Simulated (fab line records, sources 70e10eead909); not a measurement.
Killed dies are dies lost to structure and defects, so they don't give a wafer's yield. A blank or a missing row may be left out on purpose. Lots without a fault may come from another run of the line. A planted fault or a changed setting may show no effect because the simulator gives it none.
fab line records | flow nand_harc
record lots=7 wafers=21 last_day=24
route steps=1159 shown A_CHANNEL_HOLE_D1@483 A_CHANNEL_FILL_D1@490 END@1159
lots that met no fault: from a run of the same line without faults
start_h: hours from the record's first day to the start of the lot's first wafer shown | wait_h: hours since the lot's step before | " the same as in the row above | L1.1+2: a row that stands for several wafers | - no value, or no start given | * or withheld: withheld | < > ~ a bound
route shown NAME@n: a module of which the file shows steps, and the number in the route of the first | usual: mean/standard deviation of fault-free wafers | same: alike in all rows | chamber/n: place in a boat | sites: the reading at each site | _std_site: their standard deviation | _edge_site: outer sites' mean less inner sites' | radius_mm: how far each site lies from the wafer's centre | mask NAME#n: copy n | behind: the tool/chamber that last shaped the wafer | hold: why the lot was held/for how many hours/how that ended | device: the transistor (n, p or np) that didn't switch | end of line: the same wafers' tests at the end of the route | a step without rows: its recipe alone | killed: dies lost to structure and defects at the first sort, not the wafer's yield | map: a wafer's dies, x killed, . not, _ none there
set.NAME: the setting as run; set.NAME@STEP: as run at that earlier step | model.NAME: the simulator's own value behind a step, which no gauge read
lots at some steps of the route; a table a step, a row a wafer
services: from which hour (start_h, from the record's first day; less than 0 if before it) a tool's chamber was out of use, for how many hours, and why
## steps
# step NHARC_A_CHANNEL_HOLE_D1_ETCH_44
# recipe target_depth_a=1400 overetch_a=140 time_s=77 ion_energy_ev=100 cf4_flow_sccm=80 o2_flow_sccm=20 ar_flow_sccm=0 rf_w=300 bias_w=100 chemistry=CF4/O2
# usual drypump_motor_current_A=5.7/0.43 oes_product_au=0.995/0.011 rf_vpp_V=198.7/1.3 showerhead_plenum_p_Torr=1.38/0.049 throttle_valve_pct=13.396/0.0083
# same time_s=77
# columns lot.wafer tool chamber start_h wait_h drypump_motor_current_A oes_product_au rf_hours_counter_h rf_vpp_V showerhead_plenum_p_Torr throttle_valve_pct
L800.3 rie_diel-01 3 178.20 0.1 6.4 0.994 1.8 197.7 1.38 13.397
L800.2 " 0 " " 6.5 0.994 2.3 201.0 1.43 13.408
L800.6 " 3 " " 6.3 0.990 - 198.7 1.38 13.391
L806.4 rie_diel-01 0 209.43 0.1 6.5 0.985 4.5 199.5 1.43 13.402
L806.1 " 2 " " 6.2 0.985 4.2 199.2 1.31 13.386
L806.3 " 3 " " 6.4 0.991 4.1 200.2 1.38 13.399
L807.3 rie_diel-10 3 222.85 0.1 5.2 0.988 3.8 200.5 1.42 13.399
L807.2 " 0 " " 5.9 1.007 3.6 197.1 1.29 13.390
L807.5 " 0 " " 5.9 1.017 - 195.5 1.29 13.380
L808.4 rie_diel-10 1 229.77 0.1 5.4 1.005 2.0 198.9 1.38 13.408
L808.1 " 3 " " 5.2 0.975 4.0 199.7 1.42 13.405
L808.6 " 1 " " 5.5 1.008 - 200.2 1.38 13.391
L809.5 rie_diel-01 1 236.74 0.1 5.2 0.986 - 198.7 1.35 13.395
L809.6 " 3 " " 6.4 0.996 - 196.9 1.38 13.388
L809.4 " 0 " " 6.5 0.981 - 199.6 1.43 13.399
L822.3 rie_diel-10 1 312.64 0.1 5.4 1.009 9.5 198.7 1.38 13.405
L822.2 " 3 " " 5.2 0.979 10.7 198.1 1.42 13.394
L822.4 " 1 " " 5.4 1.007 - 199.6 1.38 13.389
L821.4 rie_diel-03 1 316.85 0.1 5.9 0.998 - 197.6 1.42 13.401
L821.5 " 2 " " 5.3 0.993 - 198.4 1.39 13.384
L821.6 " 3 " " 5.5 0.979 - 200.2 1.40 13.411
# step NHARC_A_CHANNEL_HOLE_D1_STRIP_27
# recipe o2_flow_sccm=500 ar_flow_sccm=0 bias_w=0 chemistry=O2
# step NHARC_A_CHANNEL_HOLE_D1_PRECLEAN_28
# recipe time_s=* temp_c=50 bath_age_min=0 chemistry=SC1
# step NHARC_A_CHANNEL_HOLE_D1_SRD_29
# step NHARC_A_CHANNEL_HOLE_D1_CD_MEAS_30
# usual cd_nm=90.2/1.2
# columns lot.wafer tool chamber start_h wait_h cd_nm
L800.2 cd_sem-01 - 179.03 - 90.4
L800.3 " - " " 91.7
L800.6 " - " " 90.7
L806.1 cd_sem-02 - 210.23 - 89.7
L806.3 " - " " 87.4
L806.4 " - " " 90.4
L807.2 cd_sem-02 - 223.77 - 88.6
L807.3 " - " " 89.5
L807.5 " - " " 89.0
L808.1 cd_sem-01 - 230.57 - 90.8
L808.4 " - " " 90.2
L808.6 " - " " 91.6
L809.4 cd_sem-03 - 237.63 - 91.8
L809.5 " - " " 91.4
L809.6 " - " " 89.3
L822.2 cd_sem-02 - 313.56 - 90.2
L822.3 " - " " 90.2
L822.4 " - " " 89.7
L821.4 cd_sem-01 - 317.75 - 89.0
L821.5 " - " " 90.6
L821.6 " - " " 91.0
# step NHARC_A_CHANNEL_HOLE_D1_XSEM_31
# recipe landing_energy_ev=35000
# step NHARC_A_CHANNEL_HOLE_D1_INSPECT_40
# usual raw_defect_count=62/15
# columns lot.wafer tool chamber start_h wait_h raw_defect_count
L800.2 defect_inspect-02 - 179.21 - 38
L800.3 " - " " 48
L800.6 " - " " 34
L806.1 defect_inspect-02 - 210.42 - 64
L806.3 " - " " 72
L806.4 " - " " 60
L807.2 defect_inspect-01 - 223.96 - 104
L807.3 " - " " 76
L807.5 " - " " 83
L808.1 defect_inspect-01 - 230.77 - 64
L808.4 " - " " 63
L808.6 " - " " 72
L809.4 defect_inspect-01 - 237.84 - 92
L809.5 " - " " 87
L809.6 " - " " 82
L822.2 defect_inspect-01 - 313.74 - 43
L822.3 " - " " 46
L822.4 " - " " 52
L821.4 defect_inspect-01 - 317.93 - 63
L821.5 " - " " 72
L821.6 " - " " 63
# step NHARC_A_CHANNEL_FILL_D1_PRECLEAN_00
# recipe time_s=* temp_c=50 bath_age_min=0 chemistry=SC1
# step NHARC_A_CHANNEL_FILL_D1_SRD_01
# step NHARC_A_CHANNEL_FILL_D1_ALD_02
# recipe target_thk_a=60 pulse_time_s=10 ald_cycles=60 temp_c=300 material=SiO2
# usual ald_cycles=60/0 heater_power_w=453/38 precursor_pulse_height_rel=1.001/0.021
# columns lot.wafer tool chamber start_h wait_h ald_cycles heater_power_w precursor_pulse_height_rel
L800.3 ald_hk-04 3 179.41 - 60 518 1.038
L800.2 " 1 " " 60 472 1.009
L800.6 " 3 " " 60 525 1.002
L806.1 ald_hk-02 3 210.61 - 60 403 0.996
L806.3 " 0 " " 60 412 0.976
L806.4 " 2 " " 60 443 0.976
L807.3 ald_hk-04 0 224.34 0.3 60 417 1.005
L807.2 " 1 " " 60 425 0.992
L807.5 " 2 " " 60 403 1.031
L808.4 ald_hk-04 1 230.96 - 60 451 0.998
L808.1 " 0 " " 60 414 1.006
L808.6 " 2 " " 60 403 1.038
L809.4 ald_hk-02 2 238.92 - 60 442 0.993
L809.5 " 1 " " 60 442 1.029
L809.6 " 2 " " 60 447 0.986
L822.4 ald_hk-04 3 313.94 - 60 507 0.988
L822.3 " 1 " " 60 447 0.982
L822.2 " 2 " " 60 418 1.010
L821.4 ald_hk-04 1 318.12 - 60 442 1.043
L821.6 " 1 " " 60 448 0.999
L821.5 " 2 " " 60 416 1.000
# step NHARC_A_CHANNEL_FILL_D1_ALD_03
# recipe target_thk_a=60 pulse_time_s=60 ald_cycles=58 temp_c=630 pressure_torr=2 material=SiNx
# usual ald_cycles=58/0 precursor_pulse_height_rel=1.002/0.02
# columns lot.wafer tool chamber start_h wait_h ald_cycles precursor_pulse_height_rel
L800.2 ald_sin_batch-02 0 - - 58 0.983
L800.3 " 0 " " 58 1.008
L800.6 " 0 " " 58 1.018
L806.1 ald_sin_batch-01 0 - - 58 1.002
L806.3 " 0 " " 58 1.001
L806.4 " 0 " " 58 0.984
L807.2 ald_sin_batch-03 0 - - 58 1.003
L807.3 " 0 " " 58 1.043
L807.5 " 0 " " 58 0.964
L808.1 ald_sin_batch-01 0 - - 58 1.006
L808.4 " 0 " " 58 0.970
L808.6 " 0 " " 58 0.988
L809.4 ald_sin_batch-03 0 - - 58 1.004
L809.5 " 0 " " 58 1.022
L809.6 " 0 " " 58 1.012
L822.2 ald_sin_batch-02 0 - - 58 0.989
L822.3 " 0 " " 58 0.987
L822.4 " 0 " " 58 1.017
L821.4 ald_sin_batch-01 0 - - 58 0.993
L821.5 " 0 " " 58 1.000
L821.6 " 0 " " 58 0.953
# step NHARC_A_CHANNEL_FILL_D1_ALD_14
# recipe target_thk_a=25 pulse_time_s=10 ald_cycles=25 temp_c=300 material=SiO2
# usual ald_cycles=25/0 heater_power_w=453/38 precursor_pulse_height_rel=1.000/0.021
# columns lot.wafer tool chamber start_h wait_h ald_cycles heater_power_w precursor_pulse_height_rel
L800.2 ald_hk-01 2 184.46 0.0 25 517 1.044
L800.3 " 0 " " 25 496 1.002
L800.6 " 2 " " 25 526 1.013
L806.1 ald_hk-01 1 220.83 3.2 25 438 1.025
L806.3 " 2 " " 25 531 0.999
L806.4 " 3 " " 25 472 1.011
L807.2 ald_hk-04 1 231.39 0.2 25 443 1.008
L807.3 " 2 " " 25 412 0.978
L807.5 " 2 " " 25 420 1.035
L808.1 ald_hk-02 0 238.66 0.7 25 402 1.010
L808.4 " 2 " " 25 439 1.008
L808.6 " 3 " " 25 398 0.984
L809.4 ald_hk-01 1 245.88 0.1 25 456 1.013
L809.6 " 0 " " 25 469 1.011
L809.5 " 1 " " 25 456 0.986
L822.2 ald_hk-02 0 320.97 0.0 25 413 0.999
L822.4 " 1 " " 25 446 1.005
L822.3 " 2 " " 25 457 0.992
L821.4 ald_hk-04 3 326.09 1.0 25 509 1.008
L821.5 " 3 " " 25 499 0.985
L821.6 " 0 " " 25 423 1.000
# step NHARC_A_CHANNEL_FILL_D1_ALD_15
# recipe target_thk_a=20 pulse_time_s=60 ald_cycles=19 temp_c=630 pressure_torr=2 material=SiNx
# usual ald_cycles=19/0 precursor_pulse_height_rel=0.997/0.021
# columns lot.wafer tool chamber start_h wait_h ald_cycles precursor_pulse_height_rel
L800.2 ald_sin_batch-02 0 187.58 - 19 0.962
L800.3 " 0 " " 19 1.006
L800.6 " 0 " " 19 1.043
L806.1 ald_sin_batch-02 0 223.70 - 19 0.996
L806.3 " 0 " " 19 0.993
L806.4 " 0 " " 19 0.976
L807.2 ald_sin_batch-02 0 234.52 - 25 0.990
L807.3 " 0 " " 25 1.052
L807.5 " 0 " " 25 0.992
L808.1 ald_sin_batch-02 0 241.75 - 25 1.002
L808.4 " 0 " " 25 0.986
L808.6 " 0 " " 25 1.019
L809.4 ald_sin_batch-02 0 248.96 - 25 1.000
L809.5 " 0 " " 25 0.972
L809.6 " 0 " " 25 1.010
L822.2 ald_sin_batch-02 0 324.09 - 19 0.979
L822.3 " 0 " " 19 1.027
L822.4 " 0 " " 19 0.978
L821.4 ald_sin_batch-01 0 329.21 - 19 0.971
L821.5 " 0 " " 19 0.974
L821.6 " 0 " " 19 1.000
# step NHARC_A_CHANNEL_FILL_D1_ALD_16
# recipe target_thk_a=15 pulse_time_s=10 ald_cycles=15 temp_c=300 material=SiO2
# usual ald_cycles=15/0 heater_power_w=448/35 precursor_pulse_height_rel=1.004/0.019
# columns lot.wafer tool chamber start_h wait_h ald_cycles heater_power_w precursor_pulse_height_rel
L800.2 ald_hk-01 3 193.07 3.5 15 469 1.045
L800.3 " 0 " " 15 507 1.013
L800.6 " 0 " " 15 487 1.025
L806.1 ald_hk-04 3 225.81 0.1 15 503 1.009
L806.3 " 0 " " 15 415 1.003
L806.4 " 1 " " 15 447 0.997
L807.3 ald_hk-02 0 238.49 1.9 15 404 0.974
L807.2 " 1 " " 15 454 0.968
L807.5 " 3 " " 15 403 1.025
L808.4 ald_hk-01 1 243.79 0.0 15 466 0.980
L808.1 " 3 " " 15 439 0.992
L808.6 " 1 " " 15 473 0.991
L809.4 ald_hk-02 2 251.10 0.1 15 448 0.984
L809.5 " 0 " " 15 416 0.965
L809.6 " 1 " " 15 446 1.003
L822.2 ald_hk-04 0 327.25 1.1 15 424 1.010
L822.4 " 1 " " 15 444 1.005
L822.3 " 2 " " 15 421 0.988
L821.4 ald_hk-02 1 331.35 0.1 15 457 1.023
L821.6 " 2 " " 15 457 0.985
L821.5 " 3 " " 15 421 0.978
# step NHARC_END_SORT_01
# recipe temp_c=25
# usual killed_at_array=26/9 killed_at_other=0.8/1.2 killed_at_periphery=3.2/2.3 killed_dies=30/9.1 killed_open=3.5/2 killed_short=1.8/1.4
# same gross_dies=677
# columns lot.wafer tool chamber start_h wait_h killed_at_array killed_at_other killed_at_periphery killed_dies killed_open killed_short
L800.2 prober-01 0 445.32 2.8 15 1 5 21 3 3
L800.3 prober-01 0 446.13 3.1 18 3 2 23 3 3
L800.6 prober-01 0 448.55 4.0 18 0 3 21 2 3
L806.1 prober-02 0 470.56 2.5 15 0 6 21 2 2
L806.3 prober-02 0 472.18 3.1 10 0 3 13 1 2
L806.4 prober-02 0 472.99 3.4 18 0 5 23 5 0
L808.1 prober-02 0 481.40 2.5 24 0 11 35 6 4
L808.4 prober-02 0 483.80 3.4 17 0 7 24 6 0
L808.6 prober-02 0 485.40 4.0 24 1 8 33 7 3
L807.2 prober-01 0 482.15 2.8 22 1 1 24 3 1
L807.3 prober-01 0 482.95 3.1 23 1 6 30 2 1
L807.5 prober-01 0 484.55 3.7 23 3 2 28 3 3
L809.4 prober-01 0 504.18 3.4 27 1 2 30 7 4
L809.5 prober-01 0 504.98 3.7 26 0 1 27 2 0
L809.6 prober-01 0 505.78 4.0 27 1 2 30 5 4
L822.2 prober-02 0 565.07 2.8 11 0 6 17 4 2
L822.3 prober-02 0 565.86 3.1 16 0 6 22 3 0
L822.4 prober-02 0 566.65 3.4 23 0 4 27 3 3
L821.4 prober-02 0 578.18 3.4 20 0 1 21 4 1
L821.5 prober-02 0 578.99 3.7 28 0 0 28 2 1
L821.6 prober-02 0 579.80 4.1 33 0 3 36 3 1
# killed by level:class
L800.2 A_SGD_CUT:chamber_film_flake=4 P_GATE:chamber_film_flake=3 A_CHANNEL_HOLE_D1:chamber_film_flake=2 A_STAIRCASE:chamber_film_flake=2 P_CONTACT:geometric_particle:short=1 A_CHANNEL_FILL_D1:geometric_particle:short=1 A_WL_FILL:geometric_particle:open=1 A_CONTACT:geometric_particle:open=1
L800.3 A_CHANNEL_FILL_D1:chamber_film_flake=3 A_STAIRCASE:chamber_film_flake=3 A_CONTACT:chamber_film_flake=3 STARTING-WAFER:geometric_particle:short=2 A_CHANNEL_HOLE_D1:chamber_film_flake=2 A_M1:chamber_film_flake=2 P_STI:geometric_particle:open=1 A_M1:geometric_particle:open=1
L800.6 A_STAIRCASE:chamber_film_flake=5 A_SGD_CUT:chamber_film_flake=4 A_CONTACT:geometric_particle:open=2 P_STI:chamber_film_flake=2 A_ONON_D1:geometric_particle:short=1 A_CHANNEL_FILL_D1:geometric_particle:short=1 A_WL_FILL:geometric_particle:short=1 P_GATE:chamber_film_flake=1
L806.1 A_SLIT:chamber_film_flake=6 A_CONTACT:chamber_film_flake=4 P_CONTACT:chamber_film_flake=3 A_CHANNEL_HOLE_D1:chamber_film_flake=2 P_CONTACT:geometric_particle:open=1 P_CONTACT:geometric_particle:short=1 A_ONON_D1:geometric_particle:short=1 A_BLC:geometric_particle:open=1
L806.3 A_CONTACT:chamber_film_flake=5 P_CONTACT:chamber_film_flake=2 A_SLIT:chamber_film_flake=2 P_GATE:geometric_particle:open=1 A_CHANNEL_HOLE_D1:geometric_particle:short=1 A_CHANNEL_FILL_D1:geometric_particle:short=1 A_STAIRCASE:chamber_film_flake=1
L806.4 A_SLIT:chamber_film_flake=10 P_CONTACT:chamber_film_flake=3 A_CHANNEL_FILL_D1:geometric_particle:open=2 A_CONTACT:geometric_particle:open=2 A_CONTACT:chamber_film_flake=2 P_CONTACT:geometric_particle:open=1 P_M0:chamber_film_flake=1 A_CHANNEL_HOLE_D1:chamber_film_flake=1
L808.1 A_SLIT:chamber_film_flake=10 P_M2:chamber_film_flake=5 A_CONTACT:chamber_film_flake=4 A_CONTACT:geometric_particle:open=3 A_STAIRCASE:chamber_film_flake=3 P_ZERO_WELL:chamber_film_flake=2 P_CONTACT:geometric_particle:open=1 P_M0:geometric_particle:open=1
L807.2 A_CHANNEL_HOLE_D1:chamber_film_flake=12 A_STAIRCASE:chamber_film_flake=4 A_CHANNEL_HOLE_D1:geometric_particle:open=1 A_STAIRCASE:geometric_particle:short=1 A_BLC:geometric_particle:open=1 A_M0:geometric_particle:open=1 P_ZERO_WELL:chamber_film_flake=1 A_CHANNEL_FILL_D1:chamber_film_flake=1
L807.3 A_CHANNEL_HOLE_D1:chamber_film_flake=13 P_ZERO_WELL:chamber_film_flake=3 A_WL_FILL:chamber_film_flake=3 A_CONTACT:chamber_film_flake=3 P_M1:geometric_particle:short=1 A_ONON_D1:geometric_particle:open=1 A_CONTACT:geometric_particle:open=1 P_STI:chamber_film_flake=1
L808.4 A_SLIT:chamber_film_flake=8 P_M2:chamber_film_flake=3 A_STAIRCASE:chamber_film_flake=3 A_CONTACT:geometric_particle:open=2 A_CONTACT:chamber_film_flake=2 P_GATE:geometric_particle:open=1 P_CONTACT:geometric_particle:open=1 P_M0:geometric_particle:open=1
L807.5 A_CHANNEL_HOLE_D1:chamber_film_flake=12 A_STAIRCASE:chamber_film_flake=4 THIN_TSV:chamber_film_flake=3 P_STI:geometric_particle:short=1 P_CONTACT:geometric_particle:open=1 A_ONON_D1:geometric_particle:short=1 A_CHANNEL_HOLE_D1:geometric_particle:short=1 A_CHANNEL_FILL_D1:geometric_particle:open=1
L808.6 A_SLIT:chamber_film_flake=9 A_CONTACT:chamber_film_flake=5 A_STAIRCASE:chamber_film_flake=4 P_M2:chamber_film_flake=3 P_M0:geometric_particle:open=2 P_CONTACT:geometric_particle:open=1 P_M1:geometric_particle:open=1 A_SOURCE_PLATE:geometric_particle:open=1
L809.4 A_CHANNEL_HOLE_D1:chamber_film_flake=16 A_CONTACT:geometric_particle:open=3 P_GATE:geometric_particle:open=1 P_GATE:geometric_particle:short=1 A_SOURCE_PLATE:geometric_particle:open=1 A_ONON_D1:geometric_particle:open=1 A_SGD_CUT:geometric_particle:open=1 A_WL_FILL:geometric_particle:short=1
L809.5 A_CHANNEL_HOLE_D1:chamber_film_flake=23 P_M0:geometric_particle:open=1 A_SGD_CUT:geometric_particle:open=1 A_ZERO_WELL:chamber_film_flake=1 A_CONTACT:chamber_film_flake=1
L809.6 A_CHANNEL_HOLE_D1:chamber_film_flake=17 A_CONTACT:chamber_film_flake=3 A_CONTACT:geometric_particle:open=2 P_CONTACT:geometric_particle:open=1 P_M1:geometric_particle:open=1 A_ONON_D1:geometric_particle:short=1 A_CHANNEL_HOLE_D1:geometric_particle:short=1 A_SGD_CUT:geometric_particle:short=1
L822.2 A_CHANNEL_HOLE_D1:chamber_film_flake=5 P_CONTACT:geometric_particle:open=2 A_CHANNEL_FILL_D1:geometric_particle:open=2 P_ZERO_WELL:chamber_film_flake=2 A_CONTACT:chamber_film_flake=2 P_STI:geometric_particle:short=1 A_WL_FILL:geometric_particle:short=1 P_STI:chamber_film_flake=1
L822.3 A_CHANNEL_HOLE_D1:chamber_film_flake=7 P_STI:chamber_film_flake=3 A_CONTACT:chamber_film_flake=3 A_ZERO_WELL:chamber_film_flake=2 P_CONTACT:geometric_particle:open=1 A_CHANNEL_FILL_D1:geometric_particle:open=1 A_WL_FILL:geometric_particle:open=1 P_ZERO_WELL:chamber_film_flake=1
L822.4 A_CONTACT:chamber_film_flake=6 A_CHANNEL_HOLE_D1:chamber_film_flake=5 A_STAIRCASE:chamber_film_flake=5 P_CONTACT:geometric_particle:open=2 A_WL_FILL:geometric_particle:short=2 A_SLIT:chamber_film_flake=2 A_CHANNEL_HOLE_D1:geometric_particle:short=1 A_CONTACT:geometric_particle:open=1
L821.4 A_SLIT:chamber_film_flake=9 A_CHANNEL_HOLE_D1:chamber_film_flake=6 A_ONON_D1:geometric_particle:open=2 P_M1:geometric_particle:open=1 A_ONON_D1:geometric_particle:short=1 A_CONTACT:geometric_particle:open=1 A_ZERO_WELL:chamber_film_flake=1
L821.5 A_SLIT:chamber_film_flake=13 A_CHANNEL_HOLE_D1:chamber_film_flake=6 A_STAIRCASE:chamber_film_flake=3 A_CONTACT:chamber_film_flake=2 A_CHANNEL_FILL_D1:geometric_particle:short=1 A_SGD_CUT:geometric_particle:open=1 A_SLIT:geometric_particle:open=1 A_BONDPAD:chamber_film_flake=1
L821.6 A_SLIT:chamber_film_flake=14 A_CONTACT:chamber_film_flake=8 A_STAIRCASE:chamber_film_flake=5 A_CHANNEL_HOLE_D1:chamber_film_flake=4 P_CONTACT:geometric_particle:open=2 P_M0:geometric_particle:open=1 A_ONON_D1:geometric_particle:short=1 A_ZERO_WELL:chamber_film_flake=1
## services
# columns tool chamber start_h hours kind
rie_diel-01 3 154.72 5.2 repair
rie_diel-10 - 176.50 9.0 pm
ald_hk-04 - 186.00 10.0 pm
ald_hk-04 0 186.00 10.0 vent_cycle
ald_hk-04 1 186.00 10.0 vent_cycle
ald_hk-04 2 186.00 10.0 vent_cycle
ald_hk-04 3 186.00 10.0 vent_cycle
ald_hk-04 0 196.00 - clean
ald_hk-04 1 196.00 - clean
ald_hk-04 2 196.00 - clean
ald_hk-04 3 196.00 - clean
rie_diel-03 2 209.90 19.0 repair
rie_diel-03 - 215.30 9.0 pm
rie_diel-10 2 218.86 5.8 repair
ald_hk-01 - 230.16 10.0 pm
rie_diel-01 2 235.86 13.9 repair
ald_hk-02 0 281.08 10.0 vent_cycle
ald_hk-02 3 281.08 10.0 vent_cycle
rie_diel-10 0 289.48 9.3 repair
rie_diel-10 2 305.05 11.3 repair
rie_diel-03 0 313.62 5.5 repair
ald_sin_batch-03 - 314.00 26.0 pm
rie_diel-01 - 314.82 9.0 pm
rie_diel-10 2 317.76 3.8 repair
## key
first_sign step=NHARC_A_CHANNEL_FILL_D1_ALD_15 reading=ald_cycles direction=up sigmas=99+ usual=19 struck=25
effect none on later readings
met_at NHARC_A_CHANNEL_FILL_D1_ALD_15
struck_wafers L807.2,L807.3,L807.5,L808.1,L808.4,L808.6,L809.4,L809.5,L809.6
tester_left_out L807,L808,L809
onset_between 223.70 234.52
fault kind=process_parameter_drift tool=ald_sin_batch-02 chamber=- onset_h=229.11 steps=NHARC_A_CHANNEL_FILL_D1_ALD_15 channel=ald_cycles offset=6 shape=step end_h=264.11 acts_in=these_recipes_only stated=19
# tester_left_out: of these lots the tester's yield and bins aren't shown, on N5 and GAA mostly nor the transistor test; their killed dies are dies lost to structure and defects alone, not to doping, threshold or leakage, so they don't give the yield
